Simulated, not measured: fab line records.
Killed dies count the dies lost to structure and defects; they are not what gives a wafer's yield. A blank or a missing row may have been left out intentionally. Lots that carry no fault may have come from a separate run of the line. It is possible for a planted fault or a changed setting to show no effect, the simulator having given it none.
Which tool did it? | flow n5 finfet | 36 wafers from 12 lots sampled at 2 of the route's 1938 steps

WHAT EACH GAUGE READ, for each wafer
N5_BEOL_M3_OCD_MEAS_38.
lot  | measured     | on     | trench depth nm (nm)
L075 | day 8 17:50  | ocd-02 | 54.8 53.0 55.9
L077 | day 8 21:15  | ocd-01 | 55.2 53.6 53.9
L080 | day 8 21:34  | ocd-02 | 54.6 55.1 53.7
L081 | day 9 03:46  | ocd-01 | 53.9 53.5 55.1
L084 | day 10 16:33 | ocd-02 | 55.0 55.0 55.1
L085 | day 10 17:01 | ocd-02 | 56.0 54.8 54.4
L087 | day 11 09:58 | ocd-01 | 55.0 53.7 54.8
L089 | day 11 21:07 | ocd-02 | 56.1 53.4 52.6
L091 | day 12 07:26 | ocd-01 | 55.3 54.4 54.7
L093 | day 12 18:05 | ocd-01 | 54.7 55.6 55.0
L095 | day 13 04:31 | ocd-02 | 53.8 54.3 55.1
L096 | day 13 07:40 | ocd-02 | 55.2 55.5 54.9

WHICH TOOL RAN EACH LOT (tool, then ch and the chambers of the sampled wafers, then the start)
lot  | N5_BEOL_M3_DESCUM_33
L075 | rie diel-05 ch 0,2, day 8 14:02
L077 | rie diel-04 ch 0,1,3, day 8 16:57
L080 | rie diel-02 ch 2,3, day 8 17:55
L081 | rie diel-04 ch 1,3, day 9 02:18
L084 | rie diel-05 ch 2,3, day 9 16:08
L085 | rie diel-02 ch 1,3, day 9 21:14
L087 | rie diel-05 ch 1,3, day 11 08:58
L089 | rie diel-05 ch 0,1, day 11 14:27
L091 | rie diel-04 ch 0,1,3, day 12 06:43
L093 | rie diel-05 ch 0,2,3, day 12 12:02
L095 | rie diel-05 ch 0,3, day 12 17:19
L096 | rie diel-04 ch 0,2,3, day 12 22:14
- N5_BEOL_M3_DESCUM_33: chemistry O2, time 7 s.

THE ANSWER, worked out from the rows above alone
Rule: what is usual is taken from the lots themselves. Put in order of their means at a reading, lots are off if they are a third of the lots or fewer, leave a main group of 4 or more, and stand apart from it by a gap of 3 or more times the standard deviation of the main group's means; of several such gaps the widest counts. The tables above print the reading to a certain number of digits; a main group whose means all agree to those digits is not used. Also off: a lot with no number at a reading for which 4 or more lots have one. All remaining lots with rows at the step are treated as sound.
No lot is off at any reading shown: from this, nothing can be told.

WHAT WAS PUT IN BY THE SIMULATOR
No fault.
